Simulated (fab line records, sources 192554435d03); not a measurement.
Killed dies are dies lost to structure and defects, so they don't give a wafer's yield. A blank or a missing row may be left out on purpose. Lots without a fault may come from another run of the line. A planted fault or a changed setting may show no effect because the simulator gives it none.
Chamber matching | flow n5_finfet | N5_BEOL_M8_STRIP_19 on rie_diel-05: 4 sister chambers
The step strips in O2. 16 wafers are shown with their chamber, then 8 later ones without.

WAFERS WITH THEIR CHAMBER
wafer  | chamber | drypump_motor_current_A (A) | showerhead_plenum_p_Torr (Torr) | throttle_valve_pct (%)
L074.3 | 0       | 5.7                         | 2.09                            | 17.04
L074.5 | 2       | 6.5                         | 2.10                            | 16.63
L074.6 | 3       | 5.4                         | 2.09                            | 16.73
L076.2 | 1       | 6.1                         | 1.97                            | 16.97
L076.3 | 0       | 5.7                         | 2.08                            | 17.07
L076.5 | 2       | 6.5                         | 2.10                            | 16.63
L077.2 | 2       | 6.5                         | 2.10                            | 16.64
L077.5 | 2       | 6.5                         | 2.10                            | 16.64
L077.6 | 3       | 5.4                         | 2.09                            | 16.78
L083.2 | 3       | 5.4                         | 2.09                            | 16.80
L083.4 | 0       | 5.8                         | 2.08                            | 17.09
L083.5 | 3       | 5.4                         | 2.09                            | 16.79
L085.2 | 0       | 5.8                         | 2.08                            | 17.09
L085.3 | 3       | 5.4                         | 2.08                            | 16.78
L085.4 | 2       | 6.5                         | 2.09                            | 16.67
L088.3 | 2       | 6.5                         | 2.09                            | 16.71

SIGNATURES (means of the wafers above)
reading                  | chamber 0 | chamber 1 | chamber 2 | chamber 3 | scatter within a chamber
drypump_motor_current_A  | 5.750     | 6.100     | 6.500     | 5.400     | 0.0289
showerhead_plenum_p_Torr | 2.0825    | 1.9700    | 2.0967    | 2.0880    | 0.0049
throttle_valve_pct       | 17.0725   | 16.9700   | 16.6533   | 16.7760   | 0.0282
Rule: a wafer's distance from a chamber is the root of the sum, over the readings, of the square of ((its reading less the chamber's mean) divided by the reading's scatter). The wafer belongs to the nearest chamber; if the next one is less than 2 further off, it can't be placed. The scatter: the root of (the sum of the squares of (reading less its chamber's mean) over the shown wafers, divided by (wafers less chambers)).

WAFERS WITHOUT THEIR CHAMBER
wafer  | drypump_motor_current_A (A) | showerhead_plenum_p_Torr (Torr) | throttle_valve_pct (%)
L088.5 | 6.5                         | 2.09                            | 16.68
L088.6 | 5.4                         | 2.08                            | 16.82
L094.1 | 6.1                         | 1.96                            | 17.02
L094.2 | 5.7                         | 2.07                            | 17.14
L094.3 | 6.5                         | 2.08                            | 16.72
L094.4 | 5.4                         | 2.08                            | 16.84
L094.5 | 5.7                         | 2.07                            | 17.14
L094.6 | 6.1                         | 1.96                            | 17.05

WHICH CHAMBER EACH WENT THROUGH
wafer  | from the rows above | in truth
L088.5 | 2                   | 2
L088.6 | 3                   | 3
L094.1 | 1                   | 1
L094.2 | 0                   | 0
L094.3 | 2                   | 2
L094.4 | 3                   | 3
L094.5 | 0                   | 0
L094.6 | 1                   | 1
Placed correctly: 8 of 8. Can't be placed from these rows: 0. Placed wrongly: 0.
